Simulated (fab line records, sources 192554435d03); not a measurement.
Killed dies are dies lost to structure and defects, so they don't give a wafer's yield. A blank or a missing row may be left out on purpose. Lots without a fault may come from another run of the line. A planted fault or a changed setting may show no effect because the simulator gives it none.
fab line records | flow n5_finfet
record lots=7 wafers=21
route steps=1938 shown BEOL_M15@1779 MIM_BOT_LITHO@1858
start_h: hours from the record's first day to the start of the lot's first wafer shown | wait_h: hours since the lot's step before | " the same as in the row above | L1.1+2: a row that stands for several wafers | - no value, or no start given | * or withheld: withheld | < > ~ a bound
route shown NAME@n: a module of which the file shows steps, and the number in the route of the first | usual: mean/standard deviation of fault-free wafers | same: alike in all rows | chamber/n: place in a boat | sites: the reading at each site | _std_site: their standard deviation | _edge_site: outer sites' mean less inner sites' | radius_mm: how far each site lies from the wafer's centre | mask NAME#n: copy n | behind: the tool/chamber that last shaped the wafer | hold: why the lot was held/for how many hours/how that ended | device: the transistor (n, p or np) that didn't switch | end of line: the same wafers' tests at the end of the route | a step without rows: its recipe alone | killed: dies lost to structure and defects at the first sort, not the wafer's yield | map: a wafer's dies, x killed, . not, _ none there
set.NAME: the setting as run; set.NAME@STEP: as run at that earlier step | model.NAME: the simulator's own value behind a step, which no gauge read
lots whose settings were changed on purpose; a table a step, a row a wafer
## steps
# step N5_BEOL_M15_EXPOSE_07
# recipe mask_id=V14 na=0.8 source_shape=annular sigma_inner=0.5 sigma_outer=0.8 polarization=unpolarized attpsm_phase_deg=180 dose_mj=41.25
# columns lot.wafer tool chamber start_h wait_h mask set.dose_mj
L077.4 krf_scanner-02 0 261.47 - V14#0 41.25
L077.5+6 " 0 " " V14#0 43.67
L084.4+5+6 krf_scanner-02 0 316.27 - V14#0 41.25
L083.3 krf_scanner-02 0 320.47 - V14#0 41.25
L083.4+6 " 0 " " V14#0 42.98
L081.1+5+6 krf_scanner-02 0 343.76 - V14#0 41.25
L088.2+5 krf_scanner-02 0 347.01 - V14#0 43.73
L088.6 " 0 " " V14#0 41.25
L093.2 krf_scanner-02 0 363.02 - V14#0 42.26
L093.3+5 " 0 " " V14#0 41.25
L097.2 krf_scanner-02 0 388.37 - V14#0 41.25
L097.4+5 " 0 " " V14#0 39.85
# step N5_BEOL_M15_PEB_08
# recipe peb_temp_c=130 peb_time_s=90
# step N5_BEOL_M15_DEVELOP_09
# recipe develop_time_s=45 rinse_liquid=diw dry=air_spin dev_temp_c=21
# step N5_BEOL_M15_HARDBAKE_14
# recipe temp_c=130 time_s=120
# step N5_BEOL_M15_CD_MEAS_10
# recipe target_cd_nm=360 landing_energy_ev=500 detector=se_inlens polarity=opening
# usual cd_nm=359.9/1.7
# columns lot.wafer tool chamber start_h wait_h set.dose_mj@BEOL_M15_EXPOSE_07 cd_nm
L077.4 cd_sem-01 0 261.63 - 41.25 360.6
L077.5 " 0 " " 43.67 369.2
L077.6 " 0 " " 43.67 370.5
L084.4 cd_sem-03 0 316.43 - 41.25 359.5
L084.5 " 0 " " 41.25 358.6
L084.6 " 0 " " 41.25 358.5
L083.3 cd_sem-03 0 320.63 - 41.25 358.0
L083.4 " 0 " " 42.98 366.7
L083.6 " 0 " " 42.98 364.9
L081.1 cd_sem-03 0 343.93 - 41.25 359.5
L081.5 " 0 " " 41.25 361.3
L081.6 " 0 " " 41.25 359.3
L088.2 cd_sem-01 0 347.18 - 43.73 370.7
L088.5 " 0 " " 43.73 369.2
L088.6 " 0 " " 41.25 362.4
L093.2 cd_sem-02 0 363.19 - 42.26 363.3
L093.3 " 0 " " 41.25 360.8
L093.5 " 0 " " 41.25 357.5
L097.2 cd_sem-02 0 388.54 - 41.25 361.6
L097.4 " 0 " " 39.85 354.7
L097.5 " 0 " " 39.85 352.9
# step N5_BEOL_M15_DESCUM_15
# recipe chemistry=O2 time_s=7.9 source_power_w=50 bias_power_w=20 pressure_mtorr=20 rf_frequency_hz=2.712e+07 temp_c=40 o2_flow_sccm=225
# step N5_BEOL_M15_ETCH_59
# recipe chemistry=N2/H2 target=BARC target_depth_a=890 overetch_a=267 time_s=67.9 ion_energy_ev=200 pressure_mtorr=30 source_w=840 bias_w=150 n2_flow_sccm=200 h2_flow_sccm=200
# columns lot.wafer tool chamber start_h wait_h set.spin_rpm@BEOL_M15_COAT_58 model.etch.depth_nm
L077.4 rie_diel-05 1 261.75 0.0 1500 88.77
L077.5 " 0 " " 1500 88.78
L077.6 " 3 " " 1500 89.17
L084.4 rie_diel-06 2 316.54 0.0 1500 88.82
L084.5 " 2 " " 1500 88.77
L084.6 " 1 " " 1500 88.73
L083.3 rie_diel-06 1 320.77 0.0 1500 89.24
L083.4 " 2 " " 1376 92.87
L083.6 " 0 " " 1376 93
L081.1 rie_diel-06 1 344.05 0.0 1500 88.72
L081.5 " 3 " " 1500 88.99
L081.6 " 2 " " 1500 88.94
L088.2 rie_diel-06 3 347.38 0.0 1626 85.26
L088.5 " 1 " " 1626 85.48
L088.6 " 2 " " 1626 85.78
L093.2 rie_diel-03 1 363.31 0.0 1500 88.66
L093.3 " 3 " " 1357 92.95
L093.5 " 2 " " 1500 88.61
L097.2 rie_diel-06 0 388.66 0.0 1636 84.65
L097.4 " 1 " " 1636 84.59
L097.5 " 0 " " 1500 88.1
# step N5_BEOL_M15_VIA_ETCH_16
# recipe chemistry=C4F8/O2/Ar target=SiO2 he_inner_torr=15 he_outer_torr=30 target_depth_a=17922 time_s=withheld ion_energy_ev=800 pressure_mtorr=20 source_w=1905 bias_w=2040 Ar_flow_sccm=400 C4F8_flow_sccm=16 O2_flow_sccm=12 ends=cleared
# step N5_BEOL_M15_STRIP_63
# recipe chemistry=O2 power_w=600 temp_c=60 pressure_mtorr=30 rf_frequency_hz=6e+07 bias_power_w=0 overash_fraction=0.3 o2_flow_sccm=225
# step N5_BEOL_M15_STRIP_65
# recipe chemistry=post_etch_residue_remover time_s=60 temp_c=25 remover_ph=withheld remover_water_wt_pct=withheld remover_fluoride_wt_pct=withheld
# step N5_BEOL_M15_SRD_66
# recipe time_s=30 temp_c=23 rinse_liquid=diw dry=n2_spin spin_rpm=1500 dry_time_s=30
# step N5_BEOL_M15_CD_MEAS_17
# recipe target_cd_nm=360 polarity=opening
# usual cd_nm=361.1/2
# columns lot.wafer tool chamber start_h wait_h set.dose_mj@BEOL_M15_EXPOSE_07 cd_nm
L077.4 cd_sem-02 - 262.22 0.0 41.25 361.9
L077.5 " - " " 43.67 370.2
L077.6 " - " " 43.67 370.7
L084.4 cd_sem-03 - 317.01 0.0 41.25 358.8
L084.5 " - " " 41.25 358.4
L084.6 " - " " 41.25 357.5
L083.3 cd_sem-02 - 321.24 0.0 41.25 358.5
L083.4 " - " " 42.98 367.7
L083.6 " - " " 42.98 367.9
L081.1 cd_sem-03 - 344.52 0.0 41.25 358.6
L081.5 " - " " 41.25 362.6
L081.6 " - " " 41.25 359.8
L088.2 cd_sem-02 - 347.84 0.0 43.73 372.5
L088.5 " - " " 43.73 368.5
L088.6 " - " " 41.25 364.7
L093.2 cd_sem-02 - 363.77 0.0 42.26 364.8
L093.3 " - " " 41.25 364.0
L093.5 " - " " 41.25 360.5
L097.2 cd_sem-01 - 389.13 0.0 41.25 362.7
L097.4 " - " " 39.85 353.9
L097.5 " - " " 39.85 354.0
# step N5_MIM_BOT_LITHO_EXPOSE_05
# recipe mask_id=MIM_BOT na=0.55 source_shape=conventional sigma_outer=0.8 polarization=unpolarized dose_mj=24.25
# columns lot.wafer tool chamber start_h wait_h mask set.dose_mj
L077.4+6 krf_scanner-01 0 276.49 - MIM_BOT#0 24.25
L077.5 " 0 " " MIM_BOT#0 24.79
L084.4+5+6 krf_scanner-02 0 324.82 - MIM_BOT#0 24.25
L083.3+4 krf_scanner-02 0 333.18 - MIM_BOT#0 25.12
L083.6 " 0 " " MIM_BOT#0 24.25
L081.1 krf_scanner-02 0 353.14 - MIM_BOT#0 24.25
L081.5+6 " 0 " " MIM_BOT#0 25.87
L088.2+5+6 krf_scanner-02 0 357.80 - MIM_BOT#0 24.25
L093.2+3 krf_scanner-01 0 373.92 - MIM_BOT#0 23.06
L093.5 " 0 " " MIM_BOT#0 24.25
L097.2+4+5 krf_scanner-02 0 396.81 - MIM_BOT#0 22.62
# step N5_MIM_BOT_LITHO_DEVELOP_07
# recipe develop_time_s=60 rinse_liquid=diw dry=air_spin dev_temp_c=21
# columns lot.wafer tool chamber start_h wait_h set.develop_time_s
L077.4+5 litho_track-04 0 - - 60
L077.6 " 0 " " 46.74
L084.4+5+6 litho_track-03 0 - - 60
L083.3+6 litho_track-05 0 - - 60
L083.4 " 0 " " 48.74
L081.1+5 litho_track-03 0 - - 52.81
L081.6 " 0 " " 60
L088.2+6 litho_track-05 0 - - 50.18
L088.5 " 0 " " 60
L093.2+3+5 litho_track-05 0 - - 60
L097.2+4+5 litho_track-04 0 - - 60
# step N5_MIM_BOT_LITHO_HARDBAKE_09
# recipe temp_c=130 time_s=120
# step N5_MIM_BOT_LITHO_CD_MEAS_08
# recipe target_cd_nm=3000 landing_energy_ev=500 detector=se_inlens polarity=opening
# usual cd_nm=2999.4/1.6
# columns lot.wafer tool chamber start_h wait_h set.dose_mj@MIM_BOT_LITHO_EXPOSE_05 cd_nm
L077.4 cd_sem-03 0 276.65 - 24.25 2999.8
L077.5 " 0 " " 24.79 3001.1
L077.6 " 0 " " 24.25 2992.9
L084.4 cd_sem-03 0 324.98 - 24.25 2998.4
L084.5 " 0 " " 24.25 2999.5
L084.6 " 0 " " 24.25 2999.4
L083.3 cd_sem-02 0 333.34 - 25.12 3009.6
L083.4 " 0 " " 25.12 3002.2
L083.6 " 0 " " 24.25 3000.9
L081.1 cd_sem-01 0 353.31 - 24.25 2995.7
L081.5 " 0 " " 25.87 3008.4
L081.6 " 0 " " 25.87 3009.9
L088.2 cd_sem-03 0 357.97 - 24.25 2998.5
L088.5 " 0 " " 24.25 3001.8
L088.6 " 0 " " 24.25 2997.8
L093.2 cd_sem-02 0 374.09 - 23.06 2992.3
L093.3 " 0 " " 23.06 2990.3
L093.5 " 0 " " 24.25 2999.3
L097.2 cd_sem-01 0 396.98 - 22.62 2985.5
L097.4 " 0 " " 22.62 2987.8
L097.5 " 0 " " 22.62 2986.0
## key
split step=N5_BEOL_M15_EXPOSE_07 setting=dose_mj stated=41.25 by=wafer
response step=N5_BEOL_M15_CD_MEAS_10 reading=cd_nm change=+1.6 per=1% r=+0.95
response step=N5_BEOL_M15_CD_MEAS_17 reading=cd_nm change=+1.51 per=1% r=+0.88
split step=N5_MIM_BOT_LITHO_EXPOSE_05 setting=dose_mj stated=24.25 by=wafer
response step=N5_MIM_BOT_LITHO_CD_MEAS_08 reading=cd_nm change=+1.83 per=1% r=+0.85
split step=N5_MIM_BOT_LITHO_DEVELOP_07 setting=develop_time_s stated=60 by=wafer
response none clear
split outside_this_file step=N5_BEOL_M15_COAT_58 setting=spin_rpm
# split outside_this_file: this setting was split too, and the file shows its column; the key of that split is in another file
